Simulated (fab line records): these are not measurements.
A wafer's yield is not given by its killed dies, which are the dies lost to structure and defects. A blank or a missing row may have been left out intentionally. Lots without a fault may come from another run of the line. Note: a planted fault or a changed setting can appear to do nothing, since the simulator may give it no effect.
The tool behind it: which one?	flow nand-harc	Sampling: 13 lots, 39 wafers, 5 of 1159 route steps

== WHAT EACH GAUGE READ, for each wafer ==
NHARC_END_SORT_01. Usual: killed-at-array 26, standard deviation 9.7; killed-at-other 1.0, standard deviation 1.2; killed-at-periphery 3.9, standard deviation 2.6; killed-dies 31, standard deviation 9.7; killed-open 3.2, standard deviation 1.8; killed-short 2.0, standard deviation 1.3.
lot	measured	on	killed-at-array	killed-at-other	killed-at-periphery	killed-dies	killed-open	killed-short	flag
L125	day 19 13:53	prober-01	23 29 23	3 2 2	2 2 2	28 33 27	3 5 6	2 3 0	
L127	day 19 20:47	prober-02	21 26 26	1 2 1	4 2 3	26 30 30	2 4 2	2 1 3	
L129	day 20 04:37	prober-02	23 14 28	0 0 0	6 7 1	29 21 29	3 4 6	1 2 1	
L135	day 21 05:54	prober-02	31 30 28	0 0 1	2 3 8	33 33 37	5 3 4	2 2 2	
L131	day 21 10:55	prober-01	19 14 11	1 0 0	4 2 4	24 16 15	7 0 3	4 3 2	
L133	day 21 12:04	prober-02	27 40 27	0 1 2	4 5 2	31 46 31	3 6 3	0 2 2	
L134	day 21 16:19	prober-01	21 33 22	2 1 2	4 0 2	27 34 26	7 4 1	2 2 0	
L132	day 21 21:27	prober-02	13 12 13	0 0 0	1 3 1	14 15 14	1 2 4	1 2 3	
L137	day 22 00:55	prober-01	19 14 29	3 1 2	6 8 5	28 23 36	2 4 4	2 3 5	
L139	day 22 12:08	prober-02	31 32 28	1 0 1	0 2 2	32 34 31	4 2 4	3 5 4	
L140	day 23 21:55	prober-01	38 34 43	0 0 0	3 2 0	41 36 43	1 0 3	4 2 2	
L145	day 24 08:17	prober-02	115 102 92	0 4 0	4 8 0	119 114 92	3 2 3	1 2 2	OFF
L148	day 25 03:33	prober-02	116 120 116	0 0 0	3 3 4	119 123 120	3 4 8	2 2 2	OFF

== EACH LOT AND THE TOOL THAT RAN IT (in order: tool; ch and the chambers of the sampled wafers; start) ==
lot	NHARC_A_CONTACT_ETCH_128	NHARC_THIN_TSV_ETCHBACK_48	NHARC_THIN_TSV_ANNEAL_52	NHARC_THIN_TSV_CMP_21
L125	har-cap-etch-01 ch 0,1, day 16 20:48	rie-diel-10 ch 1,3, day 18 23:37	rtp-anneal-02 ch 0, day 19 01:42	cmp-02 ch 0,1,2, day 19 01:59
L127	har-cap-etch-03 ch 0, day 17 04:53	rie-diel-08 ch 0,2, day 19 01:50	rtp-anneal-01 ch 0, day 19 03:35	cmp-02 ch 0,1,2, day 19 03:59
L129	har-cap-etch-01 ch 0,1, day 17 09:56	rie-diel-10 ch 0,3, day 19 09:19	rtp-anneal-01 ch 0, day 19 11:01	cmp-02 ch 0,2, day 19 11:42
L135	har-cap-etch-03 ch 0,1, day 18 14:40	rie-diel-10 ch 1,2, day 20 13:50	rtp-anneal-02 ch 0, day 20 15:46	cmp-01 ch 0,3, day 20 16:02
L131	har-cap-etch-02 ch 0,1, day 18 20:43	rie-diel-10 ch 0,1,2, day 20 19:56	rtp-anneal-01 ch 0, day 20 21:56	cmp-01 ch 1,2,3, day 20 22:11
L133	har-cap-etch-02 ch 0,1, day 19 01:20	rie-diel-06 ch 0,2,3, day 20 21:14	rtp-anneal-02 ch 0, day 20 22:58	cmp-02 ch 1,2,3, day 20 23:18
L134	har-cap-etch-01 ch 0,1, day 19 02:59	rie-diel-08 ch 0,1,2, day 20 22:07	rtp-anneal-01 ch 0, day 20 23:48	cmp-03 ch 1,2,3, day 21 00:12
L132	har-cap-etch-03 ch 0,1, day 19 07:07	rie-diel-10 ch 1,2,3, day 21 03:47	rtp-anneal-01 ch 0, day 21 05:39	cmp-01 ch 0,1,2, day 21 05:59
L137	har-cap-etch-01 ch 0,1, day 19 15:16	rie-diel-10 ch 1,2,3, day 21 14:03	rtp-anneal-02 ch 0, day 21 15:44	cmp-02 ch 0,1,2, day 21 16:01
L139	har-cap-etch-01 ch 0,1, day 20 03:57	rie-diel-10 ch 0,1,3, day 21 21:20	rtp-anneal-02 ch 0, day 21 23:08	cmp-03 ch 0,1,2, day 21 23:26
L140	har-cap-etch-01 ch 0,1, day 20 17:37	rie-diel-06 ch 1,2,3, day 22 23:29	rtp-anneal-01 ch 0, day 23 01:29	cmp-02 ch 0,1,2, day 23 01:53
L145	har-cap-etch-01 ch 0,1, day 21 07:47	rie-diel-10 ch 1,2,3, day 23 11:58	rtp-anneal-01 ch 0, day 23 13:55	cmp-03 ch 0,2,3, day 23 14:12
L148	har-cap-etch-01 ch 0, day 22 13:38	rie-diel-08 ch 0,1, day 24 14:57	rtp-anneal-01 ch 0, day 24 16:46	cmp-02 ch 0,3, day 24 17:07
- NHARC_A_CONTACT_ETCH_128: etches the open film in C4F8/O2/Ar, time 155 s, target depth 956 nm.
- NHARC_THIN_TSV_ETCHBACK_48: etches the open film in C4F8/Ar, target depth 1028.5 nm, time 405.17 s.
- NHARC_THIN_TSV_ANNEAL_52: time 90 s.
- NHARC_THIN_TSV_CMP_21: polishes, t overpolish 30 s, target thk 2000 nm.

== AS READ BY THE TOOLS THEMSELVES (means over the sampled wafers that have a number; for cases with no such wafer, the mark the record gives instead) ==
NHARC_THIN_TSV_ETCHBACK_48. Usual: oes-product-au 0.94 a.u., standard deviation 0.031; rf-fwd-power-W 599.1 W, standard deviation 1.7; rf-vpp-V 547 V, standard deviation 3.
lot	tool	oes-product-au (a.u.)	rf-fwd-power-W (W)	rf-vpp-V (V)	flag
L125	rie-diel-10	0.94	598.5	550	
L127	rie-diel-08	0.91	599.5	545	
L129	rie-diel-10	0.92	599.8	547	
L135	rie-diel-10	0.97	599.5	547	
L131	rie-diel-10	0.92	598.3	548	
L133	rie-diel-06	0.92	599.2	548	
L134	rie-diel-08	0.95	600.3	546	
L132	rie-diel-10	0.92	598.1	547	
L137	rie-diel-10	0.92	598.9	546	
L139	rie-diel-10	0.91	599.0	548	
L140	rie-diel-06	0.92	598.6	548	
L145	rie-diel-10	0.99	599.3	547	
L148	rie-diel-08	0.93	600.4	549	

NHARC_THIN_TSV_ANNEAL_52. Usual: anneal-temp-c-max 225.88, standard deviation 0.24; wafer_temp_C_max 226.1, standard deviation 0.35.
lot	tool	anneal-temp-c-max	wafer_temp_C_max	flag
L125	rtp-anneal-02	225.78	225.8	
L127	rtp-anneal-01	225.91	226.2	
L129	rtp-anneal-01	226.17	226.4	
L135	rtp-anneal-02	225.85	225.9	
L131	rtp-anneal-01	225.94	226.5	
L133	rtp-anneal-02	225.77	225.7	
L134	rtp-anneal-01	225.89	226.3	
L132	rtp-anneal-01	226.26	226.4	
L137	rtp-anneal-02	226.13	225.9	
L139	rtp-anneal-02	225.84	225.8	
L140	rtp-anneal-01	225.77	226.1	
L145	rtp-anneal-01	225.92	226.3	
L148	rtp-anneal-01	226.17	226.5	

NHARC_THIN_TSV_CMP_21. Usual: motor-current-A 11.9 A, standard deviation 1.2; overpolish-run-s 29.999 s, standard deviation 0.0089.
lot	tool	motor-current-A (A)	overpolish-run-s (s)	flag
L125	cmp-02	12.3	29.998	
L127	cmp-02	12.0	30.005	
L129	cmp-02	11.3	29.998	
L135	cmp-01	11.9	29.993	
L131	cmp-01	13.5	30.007	
L133	cmp-02	12.3	29.996	
L134	cmp-03	10.4	30.003	
L132	cmp-01	13.3	29.998	
L137	cmp-02	12.4	30.004	
L139	cmp-03	11.1	30.001	
L140	cmp-02	12.3	30.004	
L145	cmp-03	11.1	29.997	
L148	cmp-02	12.6	30.004	

== THE ANSWER, worked out from the rows above alone ==
Rule: a lot is off if the mean of its wafers that have a number lies more than 3 standard deviations from the usual mean. A lot without any number at a reading at which 4 lots or more have one is off too. All remaining lots with rows at the step are treated as sound. Order of review: gauges by route order, followed by the tools' own readings, for which a lot's mean as printed above is used. At the first step where some lot is off, the reading lying furthest off is the one used; lots without a number count as furthest.
Off at NHARC_END_SORT_01 (killed-at-array): L145, L148.
If a tool, at a process step before that reading, ran all the lots that are off and no sound lot after the first of them, it fits. Those tools and the gauges at NHARC_END_SORT_01 are tried in the same way. Can't be told from this: 3 tools fit, har-cap-etch-01 at NHARC_A_CONTACT_ETCH_128, rtp-anneal-01 at NHARC_THIN_TSV_ANNEAL_52, prober-02 at NHARC_END_SORT_01.

== WHAT WAS PUT IN BY THE SIMULATOR ==
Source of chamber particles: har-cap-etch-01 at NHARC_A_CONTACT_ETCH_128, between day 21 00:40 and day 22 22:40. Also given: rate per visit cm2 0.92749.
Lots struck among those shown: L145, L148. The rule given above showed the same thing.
